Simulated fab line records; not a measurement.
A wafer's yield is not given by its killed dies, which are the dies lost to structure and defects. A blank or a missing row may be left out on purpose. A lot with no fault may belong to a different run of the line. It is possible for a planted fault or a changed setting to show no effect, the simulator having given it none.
fab line records ; flow n5-finfet
record lots=7; wafers=21
route steps=1938 shown BEOL_M6@1251 BEOL_M7@1263 BEOL_M8@1332 BEOL_M9@1404 BEOL_M11@1536
start-h: hours from the record's first day to the start of the lot's first wafer shown ; wait-h: how many hours have passed since the lot's step before this one ; " identical to the entry in the row above ; L1.1+2: a row that stands for several wafers ; - value missing, or start not given ; * or withheld: withheld ; < > ~ a bound
route shown NAME@n: a module of which the file shows steps, and the number in the route of the first ; usual: the fault-free wafers' mean and standard deviation ; same: alike in all rows ; chamber/n: place in a boat ; sites: the reading at each site ; _std_site: the standard deviation of these ; _edge_site: mean of outer sites minus mean of inner sites ; radius-mm: how far each site lies from the wafer's centre ; mask NAME#n: copy n ; behind: the tool/chamber that last shaped the wafer ; hold: the reason the lot was held/the length of the hold in hours/how it ended ; device: the transistor (n, p or np) that didn't switch ; end of line: the tests these same wafers got at the end of their route ; for a step that has no rows: nothing shown but its recipe ; killed: dies that structure and defects cost at the first sort, which is not the same as the wafer's yield ; map: dies across one wafer; x = killed, . = not, _ = none there
set.NAME: the setting as run; set.NAME@STEP: as run at that earlier step ; model.NAME: the simulator's own value behind a step, which no gauge read
lots run with intentionally changed settings; tables by step, rows by wafer
## steps
# step N5_BEOL_M6_ALD_77
# recipe material=TaN; target-thk-a=20; temp-c=275; ald-precursor-family=PDMAT; ald-co-reactant=NH3; pressure-torr=3; carrier-flow-sccm=1500; pulse-time-s=2; purge-time-s=3; co-reactant-purge-time-s=2; co-reactant-pulse-time-s=3; ald-cycles=40; precursor-vessel-temp-c=75; precursor-vessel-pressure-torr=26.25; precursor-vessel-carrier-sccm=1000
lot.wafer;tool;chamber;start-h;wait-h;set.co-reactant-pulse-time-s
L075.2+4+6;ald-metal-04;0,3,0;194.69;0.0;3
L077.2;ald-metal-03;3;204.12;0.0;3
L077.3+6;ald-metal-03;1,3;204.12;0.0;3.56
L085.3;ald-metal-04;1;255.77;0.1;3
L085.4+6;ald-metal-04;0,1;255.77;0.1;2.752
L087.2+3+6;ald-metal-01;0,2,3;267.33;0.0;3
L090.2+5+6;ald-metal-01;2,2,0;295.95;0.0;3
L094.2+3;ald-metal-04;3,0;303.35;0.0;3
L094.6;ald-metal-04;2;303.35;0.0;3.248
L096.1+2;ald-metal-04;2,1;314.92;0.1;3.376
L096.4;ald-metal-04;0;314.92;0.1;3
# step N5_BEOL_M6_SURFACE_TREAT_79
# recipe gas=Ar; time-s=*; ion-energy-ev=*; ion-current-ma-cm2=0.5; pressure-mtorr=*; ar-flow-sccm=30
# step N5_BEOL_M6_CVD_78
# recipe material=Co; target-thk-a=20; temp-c=withheld; precursor=CCTBA/H2; pressure-torr=30; time-s=142.3
# step N5_BEOL_M6_ECD_50
# recipe material=Cu; target-thk-a=3000
# step N5_BEOL_M6_ANNEAL_51
# recipe temp-c=225; time-s=90; ambient=N2
# step N5_BEOL_M6_CMP_52
# recipe stop-on=SiCOH_lowk; t-overpolish-s=6.9; down-force-psi=1; platen-rpm=50; clearing-platen-down-force-psi=1.5; clearing-platen-rpm=50; post-cmp-clean=cu-alkaline; target-thk-nm=80; clearing-platen-pad-velocity-m-s=0.99484; pad-velocity-m-s=0.99484
lot.wafer;tool;chamber;start-h;wait-h;set.time-s@BEOL_M6_TRENCH_ETCH_37;model.Cu_of_BEOL_M6_ECD_50.thk-nm
L075.4;cmp-04;2;196.10;0.1;31.5;80
L075.2;cmp-04;1;196.10;0.1;31.5;78.4
L075.6;cmp-04;2;196.10;0.1;31.5;79.4
L077.3;cmp-02;1;205.18;0.2;31.5;78.8
L077.2;cmp-02;0;205.18;0.2;31.5;78.6
L077.6;cmp-02;2;205.18;0.2;31.5;78.4
L085.3;cmp-03;2;257.28;0.3;31.5;85
L085.4;cmp-03;3;257.28;0.3;33.99;89.6
L085.6;cmp-03;1;257.28;0.3;33.99;90
L087.2;cmp-03;1;268.77;0.2;31.5;81
L087.3;cmp-03;3;268.77;0.2;26.43;64.6
L087.6;cmp-03;1;268.77;0.2;31.5;79.4
L090.2;cmp-04;3;297.91;0.3;24.96;61.8
L090.5;cmp-04;2;297.91;0.3;24.96;59.8
L090.6;cmp-04;3;297.91;0.3;31.5;79
L094.2;cmp-02;0;306.28;0.3;31.5;79.8
L094.3;cmp-02;1;306.28;0.3;31.5;78.4
L094.6;cmp-02;0;306.28;0.3;31.5;77.8
L096.4;cmp-02;2;316.03;0.1;31.5;76.8
L096.2;cmp-02;0;316.03;0.1;31.5;81.2
L096.1;cmp-02;1;316.03;0.1;31.5;77.6
# step N5_BEOL_M6_THK_MEAS_53
# recipe thk-meas-gauge=xrf; reads=Cu_of_BEOL_M6_ECD_50
# usual M6_THK=81.5/1.8
lot.wafer;tool;chamber;start-h;wait-h;set.time-s@BEOL_M6_TRENCH_ETCH_37;M6_THK[nm]
L075.2;film-metro-02;-;196.39;-;31.5;80.4
L075.4;film-metro-02;-;196.39;-;31.5;81.7
L075.6;film-metro-02;-;196.39;-;31.5;80.9
L077.2;film-metro-01;-;205.47;-;31.5;79.6
L077.3;film-metro-01;-;205.47;-;31.5;79.9
L077.6;film-metro-01;-;205.47;-;31.5;79.5
L085.3;film-metro-02;-;257.53;-;31.5;86.5
L085.4;film-metro-02;-;257.53;-;33.99;90.9
L085.6;film-metro-02;-;257.53;-;33.99;91.6
L087.2;film-metro-01;-;269.07;-;31.5;83.2
L087.3;film-metro-01;-;269.07;-;26.43;66.5
L087.6;film-metro-01;-;269.07;-;31.5;81.4
L090.2;film-metro-02;-;298.16;-;24.96;62.5
L090.5;film-metro-02;-;298.16;-;24.96;60.8
L090.6;film-metro-02;-;298.16;-;31.5;80.2
L094.2;film-metro-01;-;306.53;-;31.5;80.9
L094.3;film-metro-01;-;306.53;-;31.5;79.4
L094.6;film-metro-01;-;306.53;-;31.5;78.8
L096.1;film-metro-01;-;316.33;-;31.5;79.2
L096.2;film-metro-01;-;316.33;-;31.5;83.5
L096.4;film-metro-01;-;316.33;-;31.5;78.8
# step N5_BEOL_M6_PRE_CLEAN_55
# recipe gas=NH3; time-s=15; temp-c=withheld; rf-power-w=300
# step N5_BEOL_M6_DEP_56
# recipe material=SiCN; target-thk-a=100; temp-c=withheld; precursor=3MS/NH3; pressure-torr=3; rf-w=202; time-s=17.5
# step N5_BEOL_M6_RS_MEAS_57
# recipe thk-meas-gauge=four-point-probe; reads=Cu_of_BEOL_M6_ECD_50+Co_of_BEOL_M6_CVD_78+TaN_of_BEOL_M6_ALD_77
# usual M6_RS=0.287/0.0071
lot.wafer;tool;chamber;start-h;wait-h;set.time-s@BEOL_M6_TRENCH_ETCH_37;M6_RS[ohm/sq]
L075.2;film-metro-01;-;196.55;0.1;31.5;0.293
L075.4;film-metro-01;-;196.55;0.1;31.5;0.286
L075.6;film-metro-01;-;196.55;0.1;31.5;0.289
L077.2;film-metro-01;-;205.63;0.1;31.5;0.293
L077.3;film-metro-01;-;205.63;0.1;31.5;0.292
L077.6;film-metro-01;-;205.63;0.1;31.5;0.294
L085.3;film-metro-01;-;257.67;0.1;31.5;0.268
L085.4;film-metro-01;-;257.67;0.1;33.99;0.251
L085.6;film-metro-01;-;257.67;0.1;33.99;0.250
L087.2;film-metro-02;-;269.23;0.1;31.5;0.281
L087.3;film-metro-02;-;269.23;0.1;26.43;0.369
L087.6;film-metro-02;-;269.23;0.1;31.5;0.288
L090.2;film-metro-02;-;298.29;0.1;24.96;0.388
L090.5;film-metro-02;-;298.29;0.1;24.96;0.405
L090.6;film-metro-02;-;298.29;0.1;31.5;0.289
L094.2;film-metro-01;-;306.67;0.1;31.5;0.287
L094.3;film-metro-01;-;306.67;0.1;31.5;0.293
L094.6;film-metro-01;-;306.67;0.1;31.5;0.296
L096.1;film-metro-01;-;316.46;0.1;31.5;0.297
L096.2;film-metro-01;-;316.46;0.1;31.5;0.281
L096.4;film-metro-01;-;316.46;0.1;31.5;0.300
# step N5_BEOL_M7_ILD_DEP_00
# recipe material=SiCOH_lowk; target-thk-a=1797.5; temp-c=300; precursor=DEMS/porogen; pressure-torr=5; rf-w=500; time-s=33.4
lot.wafer;tool;chamber;start-h;wait-h;set.time-s;model.SiCOH_lowk_of_BEOL_M7_ILD_DEP_00.thk-nm
L075.2;pecvd-03;1;196.62;0.0;33.4;177
L075.4;pecvd-03;2;196.62;0.0;33.4;180
L075.6;pecvd-03;1;196.62;0.0;33.4;180.6
L077.2;pecvd-03;0;205.69;0.0;33.4;179.4
L077.3;pecvd-03;1;205.69;0.0;36.37;193
L077.6;pecvd-03;0;205.69;0.0;33.4;184.6
L085.3;pecvd-01;1;257.73;0.0;33.4;177.8
L085.4;pecvd-01;2;257.73;0.0;33.4;179.4
L085.6;pecvd-01;0;257.73;0.0;33.4;180
L087.2;pecvd-04;1;269.29;0.0;33.4;180.4
L087.3;pecvd-04;0;269.29;0.0;30.45;163
L087.6;pecvd-04;1;269.29;0.0;30.45;165.4
L090.2;pecvd-01;1;298.36;0.0;37.89;204.6
L090.5+6;pecvd-01;0,1;298.36;0.0;37.89;206.2
L094.2;pecvd-03;1;306.73;0.0;36.6;193.6
L094.3;pecvd-03;2;306.73;0.0;36.6;194.4
L094.6;pecvd-03;2;306.73;0.0;33.4;183
L096.1;pecvd-01;1;316.52;0.0;30.52;164.2
L096.2;pecvd-01;2;316.52;0.0;33.4;180.6
L096.4;pecvd-01;2;316.52;0.0;30.52;167.8
# step N5_BEOL_M7_CURE_74
# recipe temp-c=385; time-s=240; ambient=He/Ar; material=SiCOH_lowk
lot.wafer;tool;chamber;start-h;wait-h;set.time-s@BEOL_M7_ILD_DEP_00;model.SiCOH_lowk_of_BEOL_M7_ILD_DEP_00.thk-nm
L075.2;uv-cure-01;0;196.76;0.1;33.4;152.6
L075.4;uv-cure-01;0;196.76;0.1;33.4;155.2
L075.6;uv-cure-01;0;196.76;0.1;33.4;155.8
L077.2;uv-cure-01;1;205.84;0.1;33.4;154.6
L077.3;uv-cure-01;1;205.84;0.1;36.37;166.6
L077.6;uv-cure-01;1;205.84;0.1;33.4;159.2
L085.3;uv-cure-02;2;257.96;0.2;33.4;153.4
L085.4;uv-cure-02;2;257.96;0.2;33.4;154.8
L085.6;uv-cure-02;2;257.96;0.2;33.4;155.2
L087.2;uv-cure-03;1;269.51;0.2;33.4;155.6
L087.3;uv-cure-03;1;269.51;0.2;30.45;140.4
L087.6;uv-cure-03;1;269.51;0.2;30.45;142.6
L090.2;uv-cure-03;1;298.50;0.1;37.89;176.6
L090.5+6;uv-cure-03;1;298.50;0.1;37.89;178
L094.2;uv-cure-01;2;306.87;0.1;36.6;167
L094.3;uv-cure-01;2;306.87;0.1;36.6;167.8
L094.6;uv-cure-01;2;306.87;0.1;33.4;157.8
L096.1;uv-cure-01;2;316.59;0.0;30.52;141.4
L096.2;uv-cure-01;2;316.59;0.0;33.4;155.8
L096.4;uv-cure-01;2;316.59;0.0;30.52;144.6
# step N5_BEOL_M7_THK_MEAS_01
# recipe reads=SiCOH_lowk_of_BEOL_M7_ILD_DEP_00
# usual M7_ILD_THK=155.1/1.8
lot.wafer;tool;chamber;start-h;wait-h;set.time-s@BEOL_M7_ILD_DEP_00;M7_ILD_THK[nm]
L075.2;film-metro-02;-;197.19;0.4;33.4;152.6
L075.4;film-metro-02;-;197.19;0.4;33.4;155.4
L075.6;film-metro-02;-;197.19;0.4;33.4;155.7
L077.2;film-metro-01;-;206.27;0.4;33.4;154.6
L077.3;film-metro-01;-;206.27;0.4;36.37;166.4
L077.6;film-metro-01;-;206.27;0.4;33.4;159.4
L085.3;film-metro-01;-;258.31;0.3;33.4;153.4
L085.4;film-metro-01;-;258.31;0.3;33.4;154.8
L085.6;film-metro-01;-;258.31;0.3;33.4;155.1
L087.2;film-metro-02;-;270.35;0.7;33.4;155.6
L087.3;film-metro-02;-;270.35;0.7;30.45;140.4
L087.6;film-metro-02;-;270.35;0.7;30.45;142.6
L090.2;film-metro-01;-;298.93;0.4;37.89;176.7
L090.5;film-metro-01;-;298.93;0.4;37.89;178.0
L090.6;film-metro-01;-;298.93;0.4;37.89;178.1
L094.2;film-metro-02;-;307.31;0.4;36.6;166.9
L094.3;film-metro-02;-;307.31;0.4;36.6;167.6
L094.6;film-metro-02;-;307.31;0.4;33.4;157.7
L096.1;film-metro-01;-;317.58;0.8;30.52;141.5
L096.2;film-metro-01;-;317.58;0.8;33.4;155.9
L096.4;film-metro-01;-;317.58;0.8;30.52;144.6
# step N5_BEOL_M8_ILD_DEP_00
# recipe material=SiCOH_lowk; target-thk-a=1797.5; temp-c=300; precursor=DEMS/porogen; pressure-torr=5; rf-w=500; time-s=33.4
lot.wafer;tool;chamber;start-h;wait-h;set.time-s;model.SiCOH_lowk_of_BEOL_M8_ILD_DEP_00.thk-nm
L075.2;pecvd-04;1;207.98;0.0;33.4;176.8
L075.4;pecvd-04;1;207.98;0.0;33.4;177.4
L075.6;pecvd-04;2;207.98;0.0;33.4;180.4
L077.2;pecvd-02;1;212.20;0.0;33.4;179.6
L077.3;pecvd-02;1;212.20;0.0;28.88;159.2
L077.6;pecvd-02;0;212.20;0.0;28.88;160.2
L085.3;pecvd-03;1;267.78;0.0;33.4;178.4
L085.4;pecvd-03;0;267.78;0.0;33.4;182.8
L085.6;pecvd-03;2;267.78;0.0;33.4;181.8
L087.2;pecvd-02;1;277.13;0.0;33.4;178.6
L087.3;pecvd-02;2;277.13;0.0;35.28;189.2
L087.6;pecvd-02;1;277.13;0.0;35.28;189.4
L090.2;pecvd-02;0;306.89;0.0;33.4;175.4
L090.5;pecvd-02;1;306.89;0.0;29.95;157.4
L090.6;pecvd-02;2;306.89;0.0;33.4;179
L094.2;pecvd-04;1;313.40;0.0;36.61;192.4
L094.3;pecvd-04;0;313.40;0.0;33.4;176.8
L094.6;pecvd-04;0;313.40;0.0;33.4;178.4
L096.1;pecvd-03;0;325.50;0.0;33.4;178.8
L096.2;pecvd-03;1;325.50;0.0;31.01;164
L096.4;pecvd-03;0;325.50;0.0;33.4;181.4
# step N5_BEOL_M8_CURE_74
# recipe temp-c=385; time-s=240; ambient=He/Ar; material=SiCOH_lowk
lot.wafer;tool;chamber;start-h;wait-h;set.time-s@BEOL_M8_ILD_DEP_00;model.SiCOH_lowk_of_BEOL_M8_ILD_DEP_00.thk-nm
L075.2;uv-cure-03;1;208.14;0.1;33.4;152.4
L075.4;uv-cure-03;1;208.14;0.1;33.4;153
L075.6;uv-cure-03;1;208.14;0.1;33.4;155.6
L077.2;uv-cure-02;0;212.45;0.2;33.4;155
L077.3;uv-cure-02;0;212.45;0.2;28.88;137
L077.6;uv-cure-02;0;212.45;0.2;28.88;138
L085.3;uv-cure-01;2;268.21;0.4;33.4;153.8
L085.4;uv-cure-01;2;268.21;0.4;33.4;157.6
L085.6;uv-cure-01;2;268.21;0.4;33.4;156.8
L087.2;uv-cure-03;0;277.29;0.1;33.4;154
L087.3;uv-cure-03;0;277.29;0.1;35.28;163.2
L087.6;uv-cure-03;0;277.29;0.1;35.28;163.4
L090.2;uv-cure-03;0;307.03;0.1;33.4;151.2
L090.5;uv-cure-03;0;307.03;0.1;29.95;135.6
L090.6;uv-cure-03;0;307.03;0.1;33.4;154.2
L094.2;uv-cure-01;1;313.54;0.1;36.61;166
L094.3;uv-cure-01;1;313.54;0.1;33.4;152.4
L094.6;uv-cure-01;1;313.54;0.1;33.4;153.8
L096.1;uv-cure-03;2;325.56;0.0;33.4;154.2
L096.2;uv-cure-03;2;325.56;0.0;31.01;141.2
L096.4;uv-cure-03;2;325.56;0.0;33.4;156.4
# step N5_BEOL_M8_THK_MEAS_01
# recipe reads=SiCOH_lowk_of_BEOL_M8_ILD_DEP_00
# usual M8_ILD_THK=155.1/2.2
lot.wafer;tool;chamber;start-h;wait-h;set.time-s@BEOL_M8_ILD_DEP_00;M8_ILD_THK[nm]
L075.2;film-metro-01;-;208.58;0.4;33.4;152.4
L075.4;film-metro-01;-;208.58;0.4;33.4;153.0
L075.6;film-metro-01;-;208.58;0.4;33.4;155.6
L077.2;film-metro-02;-;213.28;0.7;33.4;154.8
L077.3;film-metro-02;-;213.28;0.7;28.88;137.0
L077.6;film-metro-02;-;213.28;0.7;28.88;138.1
L085.3;film-metro-02;-;268.56;0.3;33.4;153.7
L085.4;film-metro-02;-;268.56;0.3;33.4;157.7
L085.6;film-metro-02;-;268.56;0.3;33.4;156.9
L087.2;film-metro-01;-;277.73;0.4;33.4;154.0
L087.3;film-metro-01;-;277.73;0.4;35.28;163.2
L087.6;film-metro-01;-;277.73;0.4;35.28;163.3
L090.2;film-metro-01;-;307.47;0.4;33.4;151.4
L090.5;film-metro-01;-;307.47;0.4;29.95;135.6
L090.6;film-metro-01;-;307.47;0.4;33.4;154.4
L094.2;film-metro-01;-;313.97;0.4;36.61;166.2
L094.3;film-metro-01;-;313.97;0.4;33.4;152.2
L094.6;film-metro-01;-;313.97;0.4;33.4;153.9
L096.1;film-metro-01;-;326.07;0.4;33.4;154.2
L096.2;film-metro-01;-;326.07;0.4;31.01;141.3
L096.4;film-metro-01;-;326.07;0.4;33.4;156.4
# step N5_BEOL_M9_PECVD_70
# recipe material=SiO2; target-thk-a=200; temp-c=400; precursor=TEOS/O2; pressure-torr=5.5; rf-w=450; teos-flow-sccm=53.8; gas=O2; flow-sccm=3000; time-s=22.7
lot.wafer;tool;chamber;start-h;wait-h;set.temp-c;model.SiO2_of_BEOL_M9_PECVD_70.thk-nm
L075.2;pecvd-02;1;216.63;0.0;400;20
L075.4+6;pecvd-02;0;216.63;0.0;400;20.2
L077.2+6;pecvd-02;1;220.25;0.0;400;20
L077.3;pecvd-02;1;220.25;0.0;386;22
L085.3+6;pecvd-02;1;276.00;0.1;400;20
L085.4;pecvd-02;2;276.00;0.1;394.9;20.6
L087.2;pecvd-03;0;286.12;0.0;415.8;17.8
L087.3;pecvd-03;2;286.12;0.0;415.8;17.6
L087.6;pecvd-03;1;286.12;0.0;400;20.6
L090.2+5;pecvd-01;2;314.18;0.0;417.5;18.4
L090.6;pecvd-01;1;314.18;0.0;400;20.4
L094.2;pecvd-01;1;324.62;0.0;400;19.6
L094.3;pecvd-01;0;324.62;0.0;393;20.8
L094.6;pecvd-01;1;324.62;0.0;393;21.2
L096.1+2;pecvd-03;2,1;334.79;0.0;386.2;21.6
L096.4;pecvd-03;2;334.79;0.0;386.2;21.8
# step N5_BEOL_M9_COAT_22
# recipe resist=CAR-EUV; spin-rpm=1500; resist-thk-nm=30
lot.wafer;tool;chamber;start-h;wait-h;set.spin-rpm;model.CAR-EUV_of_BEOL_M9_COAT_22.thk-nm
L075.2+6;litho-track-01;0;-;-;1500;30
L075.4;litho-track-01;0;-;-;1500;30.2
L077.2;litho-track-05;0;-;-;1500;30
L077.3+6;litho-track-05;0;-;-;1444;30.6
L085.3+6;litho-track-05;0;-;-;1653;28.6
L085.4;litho-track-05;0;-;-;1500;30
L087.2+3;litho-track-01;0;-;-;1500;30
L087.6;litho-track-01;0;-;-;1440;30.6
L090.2;litho-track-04;0;-;-;1500;30.2
L090.5;litho-track-04;0;-;-;1362;31.6
L090.6;litho-track-04;0;-;-;1500;30
L094.2+3+6;litho-track-04;0;-;-;1500;30.2
L096.1;litho-track-05;0;-;-;1500;30.2
L096.2;litho-track-05;0;-;-;1352;31.6
L096.4;litho-track-05;0;-;-;1352;31.8
# step N5_BEOL_M9_ETCH_65
# recipe chemistry=CF4; target=SiARC; target-depth-a=156; mask-material=CAR-EUV; time-s=26; ion-energy-ev=80; pressure-mtorr=40; source-w=545; bias-w=36; Ar_flow_sccm=100; cf4-flow-sccm=100; ends=cleared
lot.wafer;tool;chamber;start-h;wait-h;set.cf4-flow-sccm
L075.2+4+6;rie-diel-03;1,0,0;222.29;0.0;100
L077.2+3;rie-diel-05;2,3;225.09;0.0;85.55
L077.6;rie-diel-05;1;225.09;0.0;100
L085.3+4;rie-diel-03;3,0;279.09;0.0;100
L085.6;rie-diel-03;1;279.09;0.0;117.9
L087.2+3+6;rie-diel-03;1,3,1;288.83;0.0;100
L090.2;rie-diel-05;0;319.74;0.0;100
L090.5+6;rie-diel-05;3,0;319.74;0.0;118.9
L094.2+3;rie-diel-02;1,3;326.54;0.0;100
L094.6;rie-diel-02;3;326.54;0.0;94.23
L096.1+2+4;rie-diel-05;0,3,2;340.67;0.0;100
# step N5_BEOL_M9_ETCH_66
# recipe chemistry=N2/H2; target=SOC; target-depth-a=800; overetch-a=160; mask-material=SiARC; temp-c=40; time-s=120; ion-energy-ev=200; pressure-mtorr=30; source-w=840; bias-w=150; n2-flow-sccm=200; h2-flow-sccm=200
# step N5_BEOL_M9_STRIP_69
# recipe chemistry=N2/H2; temp-c=40; n2-flow-sccm=200; h2-flow-sccm=200; rf-frequency-hz=6e+07
# step N5_BEOL_M9_STRIP_80
# recipe chemistry=N2/H2; time-s=10; power-w=450; temp-c=40; pressure-mtorr=20; rf-frequency-hz=6e+07; bias-power-w=7; n2-flow-sccm=200; h2-flow-sccm=200
# step N5_BEOL_M9_HM_STRIP_39
# recipe chemistry=peroxide-tin-strip; material=TiN; target-depth-a=250; temp-c=50; time-s=158
lot.wafer;tool;chamber;start-h;wait-h;set.temp-c@BEOL_M9_PECVD_70;model.SiO2_of_BEOL_M9_PECVD_70.thk-nm
L075.2+4+6;wet-bench-06;2,6,5;222.73;0.0;400;20
L077.2+6;wet-bench-02;3,4;225.52;0.0;400;19.8
L077.3;wet-bench-02;2;225.52;0.0;386;22
L085.3+6;wet-bench-06;7,4;279.53;0.0;400;19.8
L085.4;wet-bench-06;3;279.53;0.0;394.9;20.4
L087.2+3;wet-bench-02;3,2;289.26;0.0;415.8;17.6
L087.6;wet-bench-02;5;289.26;0.0;400;20.4
L090.2+5;wet-bench-04;4,3;320.18;0.0;417.5;18.2
L090.6;wet-bench-04;6;320.18;0.0;400;20.4
L094.2;wet-bench-02;5;326.97;0.0;400;19.4
L094.3;wet-bench-02;7;326.97;0.0;393;20.6
L094.6;wet-bench-02;2;326.97;0.0;393;21
L096.1;wet-bench-02;6;341.11;0.0;386.2;21.4
L096.2;wet-bench-02;2;341.11;0.0;386.2;21.6
L096.4;wet-bench-02;3;341.11;0.0;386.2;21.8
# step N5_BEOL_M11_ILD_DEP_00
# recipe material=SiCOH_lowk; target-thk-a=3085.1; temp-c=300; precursor=DEMS/porogen; pressure-torr=5; rf-w=500; time-s=58
lot.wafer;tool;chamber;start-h;wait-h;set.time-s;model.SiCOH_lowk_of_BEOL_M11_ILD_DEP_00.thk-nm
L077.2;pecvd-03;2;234.93;0.0;58;309.6
L077.3;pecvd-03;0;234.93;0.0;58;310.6
L077.6;pecvd-03;0;234.93;0.0;58;314.6
L075.2;pecvd-03;2;237.05;0.0;58;303.6
L075.4;pecvd-03;0;237.05;0.0;58;311.4
L075.6;pecvd-03;1;237.05;0.0;58;313.8
L085.3;pecvd-04;2;290.06;0.0;58;308.6
L085.4;pecvd-04;0;290.06;0.0;52.42;286
L085.6;pecvd-04;1;290.06;0.0;58;315.2
L087.2;pecvd-04;1;297.90;0.0;58;304.4
L087.3;pecvd-04;2;297.90;0.0;58;314.8
L087.6;pecvd-04;1;297.90;0.0;58;313.8
L090.2;pecvd-01;2;329.32;0.0;53.98;286.8
L090.5;pecvd-01;1;329.32;0.0;58;311
L090.6;pecvd-01;2;329.32;0.0;53.98;289.2
L094.2;pecvd-04;1;337.31;0.0;58;308.8
L094.3;pecvd-04;2;337.31;0.0;58;305.2
L094.6;pecvd-04;1;337.31;0.0;58;311.4
L096.1;pecvd-03;0;355.17;0.0;58;308.4
L096.2;pecvd-03;2;355.17;0.0;58;306.4
L096.4;pecvd-03;0;355.17;0.0;58;309.8
# step N5_BEOL_M11_CURE_71
# recipe temp-c=385; time-s=240; ambient=He/Ar; material=SiCOH_lowk
lot.wafer;tool;chamber;start-h;wait-h;set.time-s@BEOL_M11_ILD_DEP_00;model.SiCOH_lowk_of_BEOL_M11_ILD_DEP_00.thk-nm
L077.2;uv-cure-02;2;235.09;0.1;58;269
L077.3;uv-cure-02;2;235.09;0.1;58;270
L077.6;uv-cure-02;2;235.09;0.1;58;273.4
L075.2;uv-cure-03;1;237.21;0.1;58;263.6
L075.4;uv-cure-03;1;237.21;0.1;58;270.6
L075.6;uv-cure-03;1;237.21;0.1;58;272.6
L085.3;uv-cure-03;2;290.49;0.4;58;268
L085.4;uv-cure-03;2;290.49;0.4;52.42;248.2
L085.6;uv-cure-03;2;290.49;0.4;58;273.8
L087.2;uv-cure-02;0;298.08;0.2;58;264.4
L087.3;uv-cure-02;0;298.08;0.2;58;273.6
L087.6;uv-cure-02;0;298.08;0.2;58;272.6
L090.2;uv-cure-03;0;329.73;0.4;53.98;248.8
L090.5;uv-cure-03;0;329.73;0.4;58;270.2
L090.6;uv-cure-03;0;329.73;0.4;53.98;251
L094.2;uv-cure-02;2;337.55;0.2;58;268.2
L094.3;uv-cure-02;2;337.55;0.2;58;265
L094.6;uv-cure-02;2;337.55;0.2;58;270.6
L096.1;uv-cure-02;2;355.28;0.1;58;267.8
L096.2;uv-cure-02;2;355.28;0.1;58;266.2
L096.4;uv-cure-02;2;355.28;0.1;58;269.2
# step N5_BEOL_M11_THK_MEAS_01
# recipe reads=SiCOH_lowk_of_BEOL_M11_ILD_DEP_00
# usual M11_ILD_THK=269/3.2
lot.wafer;tool;chamber;start-h;wait-h;set.time-s@BEOL_M11_ILD_DEP_00;M11_ILD_THK[nm]
L077.2;film-metro-02;-;235.53;0.4;58;269
L077.3;film-metro-02;-;235.53;0.4;58;270
L077.6;film-metro-02;-;235.53;0.4;58;273
L075.2;film-metro-02;-;237.66;0.4;58;264
L075.4;film-metro-02;-;237.66;0.4;58;271
L075.6;film-metro-02;-;237.66;0.4;58;273
L085.3;film-metro-01;-;290.84;0.3;58;268
L085.4;film-metro-01;-;290.84;0.3;52.42;248
L085.6;film-metro-01;-;290.84;0.3;58;274
L087.2;film-metro-01;-;298.52;0.4;58;264
L087.3;film-metro-01;-;298.52;0.4;58;274
L087.6;film-metro-01;-;298.52;0.4;58;273
L090.2;film-metro-02;-;330.16;0.4;53.98;249
L090.5;film-metro-02;-;330.16;0.4;58;270
L090.6;film-metro-02;-;330.16;0.4;53.98;251
L094.2;film-metro-02;-;338.38;0.7;58;268
L094.3;film-metro-02;-;338.38;0.7;58;265
L094.6;film-metro-02;-;338.38;0.7;58;270
L096.1;film-metro-02;-;355.79;0.4;58;268
L096.2;film-metro-02;-;355.79;0.4;58;266
L096.4;film-metro-02;-;355.79;0.4;58;269
## key
split step=N5_BEOL_M6_ALD_77; setting=co-reactant-pulse-time-s; stated=3; by=wafer
response none clear
split step=N5_BEOL_M7_ILD_DEP_00; setting=time-s; stated=33.4; by=wafer
response step=N5_BEOL_M7_ILD_DEP_00; reading=model.SiCOH_lowk_of_BEOL_M7_ILD_DEP_00.thk-nm; change=+1.46; per=1%; r=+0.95
response step=N5_BEOL_M7_CURE_74; reading=model.SiCOH_lowk_of_BEOL_M7_ILD_DEP_00.thk-nm; change=+1.28; per=1%; r=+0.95
response step=N5_BEOL_M7_THK_MEAS_01; reading=M7_ILD_THK; change=+1.27; per=1%; r=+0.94
split step=N5_BEOL_M8_ILD_DEP_00; setting=time-s; stated=33.4; by=wafer
response step=N5_BEOL_M8_ILD_DEP_00; reading=model.SiCOH_lowk_of_BEOL_M8_ILD_DEP_00.thk-nm; change=+1.7; per=1%; r=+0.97
response step=N5_BEOL_M8_CURE_74; reading=model.SiCOH_lowk_of_BEOL_M8_ILD_DEP_00.thk-nm; change=+1.49; per=1%; r=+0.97
response step=N5_BEOL_M8_THK_MEAS_01; reading=M8_ILD_THK; change=+1.49; per=1%; r=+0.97
split step=N5_BEOL_M9_PECVD_70; setting=temp-c; stated=400; by=wafer
response step=N5_BEOL_M9_PECVD_70; reading=model.SiO2_of_BEOL_M9_PECVD_70.thk-nm; change=-0.589; per=1%; r=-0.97
response step=N5_BEOL_M9_HM_STRIP_39; reading=model.SiO2_of_BEOL_M9_PECVD_70.thk-nm; change=-0.611; per=1%; r=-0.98
split step=N5_BEOL_M9_COAT_22; setting=spin-rpm; stated=1500; by=wafer
response step=N5_BEOL_M9_COAT_22; reading=model.CAR-EUV_of_BEOL_M9_COAT_22.thk-nm; change=-0.15; per=1%; r=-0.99
split step=N5_BEOL_M9_ETCH_65; setting=cf4-flow-sccm; stated=100; by=wafer
response none clear
split step=N5_BEOL_M11_ILD_DEP_00; setting=time-s; stated=58; by=wafer
response step=N5_BEOL_M11_ILD_DEP_00; reading=model.SiCOH_lowk_of_BEOL_M11_ILD_DEP_00.thk-nm; change=+2.91; per=1%; r=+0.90
response step=N5_BEOL_M11_CURE_71; reading=model.SiCOH_lowk_of_BEOL_M11_ILD_DEP_00.thk-nm; change=+2.55; per=1%; r=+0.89
response step=N5_BEOL_M11_THK_MEAS_01; reading=M11_ILD_THK; change=+2.57; per=1%; r=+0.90
split outside-this-file step=N5_BEOL_M6_TRENCH_ETCH_37 setting=time-s
# split outside-this-file: this setting was split too, and the file shows its column; the key of that split is in another file
